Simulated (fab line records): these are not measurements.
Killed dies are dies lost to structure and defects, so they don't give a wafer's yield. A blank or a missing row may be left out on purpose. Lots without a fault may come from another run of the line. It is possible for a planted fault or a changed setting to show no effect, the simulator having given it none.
Problem report, 8D (eight disciplines) form, completed by code + flow n5_finfet + the parts of the form that need people (team, actions taken, sign-off) are left out

## 1. PROBLEM STATEMENT
Mean of raw_defect_count at N5_BEOL_M7_INSPECT_13: 1117 across 6 wafers in 2 lots; on wafers with no fault it is 425 (standard deviation 87). Measured from the usual mean, that is +8.0 standard deviations.
The step: inspects for defects (brightfield).
The first sign was on wafer L598.1 at day 12 00:58, on defect_inspect-02. The record holds 17 wafers of 6 lots with a number at this step. By rule, "out" or "out of limits" means more than 4 standard deviations away from the usual mean. The other wafers with a number count as sound.

## 2. WHAT IT IS, AND WHAT IT ISN'T
| question                    | is                                   | is not                                                                   |
|-----------------------------|--------------------------------------|--------------------------------------------------------------------------|
| which readings at this step | raw_defect_count                     | -                                                                        |
| which lots                  | L598, L599                           | L589, L593, L601, L606                                                   |
| which wafers of those lots  | all that have a number               | -                                                                        |
| read on which gauges        | defect_inspect-01, defect_inspect-02 | -                                                                        |
| when                        | from day 12 00:58                    | up to then (6 sound wafers); but 5 sound wafers of L601, L606 came after |

## 3. THE SUSPECTS, EACH WITH WHAT RULES IT OUT
Counting: a tool stays on the suspect list if, at a process step up to the reading, it processed all lots that are out and no sound lot following the first of them.
- the gauge at N5_BEOL_M7_INSPECT_13 has been ruled out. 2 gauges (defect_inspect-01, defect_inspect-02) read the wafers that are out.
- rtp_anneal-02 at N5_BEOL_M6_ANNEAL_51 (time 90 s): ruled out as a lasting fault. After its first lot that is out, L598 (day 11 22:30), sound lots L601, L606 ran on it.
- pecvd-02 at N5_BEOL_M7_ILD_DEP_00 (deposits SiCOH lowk from DEMS/porogen, target thk 179.75 nm, time 33.4 s): kept. It ran every lot that is out, first L598 (day 11 23:20), and no sound lot after that.
- pvd_sputter-03 at N5_BEOL_M7_HM_DEP_02 (deposits TiN, target thk 20 nm): kept. It ran every lot that is out, first L598 (day 12 00:25), and no sound lot after that; its last sound lot up to then is L589 (day 9 01:23).
Left after counting: pecvd-02 at N5_BEOL_M7_ILD_DEP_00, pvd_sputter-03 at N5_BEOL_M7_HM_DEP_02.

## 4. THE CAUSE (what the simulator had put in)
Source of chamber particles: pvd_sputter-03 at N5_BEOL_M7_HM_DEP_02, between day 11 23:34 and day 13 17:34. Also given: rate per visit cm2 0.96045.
Counting leaves 2 suspects; this tool is one of them.

## 5. THE EFFECT CHAIN, in route order
Each row: a reading whose mean over the struck wafers that have a number lies more than 3 standard deviations from the usual. Only readings whose record carries a usual standard deviation are examined. hours: median over the lots of the time between each lot's start at the first step of this table that gives one and its start at this step. sigmas: the change, counted in usual standard deviations.
| hours | step                    | reading              | usual  | on struck wafers | change | sigmas |
|-------|-------------------------|----------------------|--------|------------------|--------|--------|
| 0     | N5_BEOL_M7_INSPECT_13   | raw_defect_count     | 425    | 1117             | +692   | +8.0   |
| 78    | N5_PASSIVATION_PROBE_49 | defect_limited_yield | 91.7 % | 82.2             | -9.5   | -5.6   |
| 78    | N5_PASSIVATION_PROBE_49 | killed_at_M4_up      | 13     | 129              | +116   | +23    |
| 78    | N5_PASSIVATION_PROBE_49 | killed_dies          | 98     | 210              | +112   | +5.6   |
| 78    | N5_PASSIVATION_PROBE_49 | sort_bin_5_function  | 4.8 %  | 11.0             | +6.2   | +5.7   |
| 78    | N5_PASSIVATION_PROBE_49 | sort_n_pass          | 1082   | 970              | -112   | -5.6   |
| 78    | N5_PASSIVATION_PROBE_49 | sort_yield_pct       | 91.7 % | 82.2             | -9.5   | -5.6   |
The process steps in it:
- N5_PASSIVATION_PROBE_49

## 6. HOW IT WOULD HAVE BEEN CAUGHT EARLIER
In this record the first reading out of limits at a measuring or inspecting step was taken at day 12 00:58, 1 hour after the fault began at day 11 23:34.
No tool reading at N5_BEOL_M7_HM_DEP_02 that has a usual standard deviation in the record was out on any struck wafer, so an alarm limit of 4 standard deviations on those readings would not have fired.
All the lots that are out (2) had begun N5_BEOL_M7_HM_DEP_02 on pvd_sputter-03 by day 12 00:58. Holding the tool at that point would not have protected any of them.
